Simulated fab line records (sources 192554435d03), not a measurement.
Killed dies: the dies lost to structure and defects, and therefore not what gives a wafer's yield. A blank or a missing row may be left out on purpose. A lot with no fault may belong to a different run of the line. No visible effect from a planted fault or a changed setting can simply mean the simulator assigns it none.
Matching of chambers / flow n5 finfet / N5_DUMMY_GATE_STRIP_40 on rie diel-04 has 4 sister chambers
The step strips in CF4. 7 wafers are shown with their chamber, then 7 later ones without.

== EACH WAFER AND ITS CHAMBER ==
wafer=L087.1; chamber=3; throttle valve pct (%)=13.43; oes product au (a.u.)=0.89
wafer=L087.5; chamber=1; throttle valve pct (%)=13.56; oes product au (a.u.)=0.72
wafer=L089.1; chamber=3; throttle valve pct (%)=13.42; oes product au (a.u.)=0.89
wafer=L089.5; chamber=2; throttle valve pct (%)=13.97; oes product au (a.u.)=0.69
wafer=L089.6; chamber=1; throttle valve pct (%)=13.58; oes product au (a.u.)=0.72
wafer=L092.1; chamber=2; throttle valve pct (%)=13.99; oes product au (a.u.)=0.68
wafer=L092.2; chamber=0; throttle valve pct (%)=13.87; oes product au (a.u.)=0.72

== WAFERS WHOSE CHAMBER IS MISSING ==
wafer=L092.3; throttle valve pct (%)=13.43; oes product au (a.u.)=0.88
wafer=L094.3; throttle valve pct (%)=13.43; oes product au (a.u.)=0.87
wafer=L094.4; throttle valve pct (%)=13.98; oes product au (a.u.)=0.68
wafer=L094.6; throttle valve pct (%)=13.86; oes product au (a.u.)=0.72
wafer=L097.2; throttle valve pct (%)=13.97; oes product au (a.u.)=0.68
wafer=L097.3; throttle valve pct (%)=13.44; oes product au (a.u.)=0.86
wafer=L097.5; throttle valve pct (%)=13.86; oes product au (a.u.)=0.71

== WHICH CHAMBER EACH WENT THROUGH ==
wafer=L092.3; from the rows above=3; in truth=3
wafer=L094.3; from the rows above=3; in truth=3
wafer=L094.4; from the rows above=2; in truth=2
wafer=L094.6; from the rows above=0; in truth=0
wafer=L097.2; from the rows above=2; in truth=2
wafer=L097.3; from the rows above=3; in truth=3
wafer=L097.5; from the rows above=0; in truth=0
Correct placement for 7 of the 7. Left unplaced by these rows: 0. Wrongly placed: 0.
How it was worked out, from the rows above alone: a wafer's distance from a chamber is the root of the sum, over the readings, of the square of ((its reading less the chamber's mean) divided by the reading's scatter). The wafer belongs to the nearest chamber; if the next one is less than 2 further off, it can't be placed. A chamber's mean is the mean of its shown wafers. The scatter: take each reading less its chamber's mean, square it, sum over the shown wafers, divide by the number of wafers less the number of chambers, and take the root.
